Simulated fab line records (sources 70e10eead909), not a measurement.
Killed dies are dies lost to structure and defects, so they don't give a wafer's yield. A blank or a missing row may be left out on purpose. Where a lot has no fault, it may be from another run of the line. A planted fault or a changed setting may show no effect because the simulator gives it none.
Matching of chambers	flow nand harc	NHARC_P_M2_ETCH_35 on rie diel-13: 4 sister chambers
The step etches the open film in N2/H2, target depth 40 nm, overetch 12 nm, time 43.94 s. 8 wafers are shown with their chamber, then 9 later ones without.

== WAFERS WITH THEIR CHAMBER ==
wafer	chamber	drypump motor current A (A)	rf vpp V (V)
L657.2	3	5.78	431.2
L658.4	2	5.67	427.4
L658.6	2	5.67	429.5
L663.5	1	5.13	427.0
L663.6	0	5.61	431.1
L660.1	0	5.66	430.4
L660.2	3	5.78	432.0
L660.4	1	5.11	426.7

== WAFERS WITH NO CHAMBER GIVEN ==
wafer	drypump motor current A (A)	rf vpp V (V)
L664.1	5.62	430.2
L664.2	5.13	430.0
L664.5	5.76	430.8
L669.1	5.69	428.5
L669.2	5.63	431.2
L669.6	5.79	432.6
L671.1	5.17	428.4
L671.2	5.76	431.3
L671.4	5.67	429.7

== EACH ONE'S CHAMBER ==
wafer	from the rows above	in truth
L664.1	0	0
L664.2	1	1
L664.5	3	3
L669.1	2	2
L669.2	0	0
L669.6	3	3
L671.1	1	1
L671.2	3	3
L671.4	can't be placed: 2 or 0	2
8 of 9 placed correctly. Cannot be placed on the basis of these rows: 1; the candidates contain the true chamber in 1. Placed wrongly: 0.
How it was worked out, from the rows above alone: a wafer's distance from a chamber is the root of the sum, over the readings, of the square of ((its reading less the chamber's mean) divided by the reading's scatter). If the next closest chamber is less than 2 further off than the closest, the wafer can't be placed; otherwise it belongs to the closest. The mean given for a chamber averages the wafers shown for that chamber. How the scatter is found: for the shown wafers, subtract from each reading the mean of its chamber, square and add these, divide the total by (wafers less chambers), then take the root.
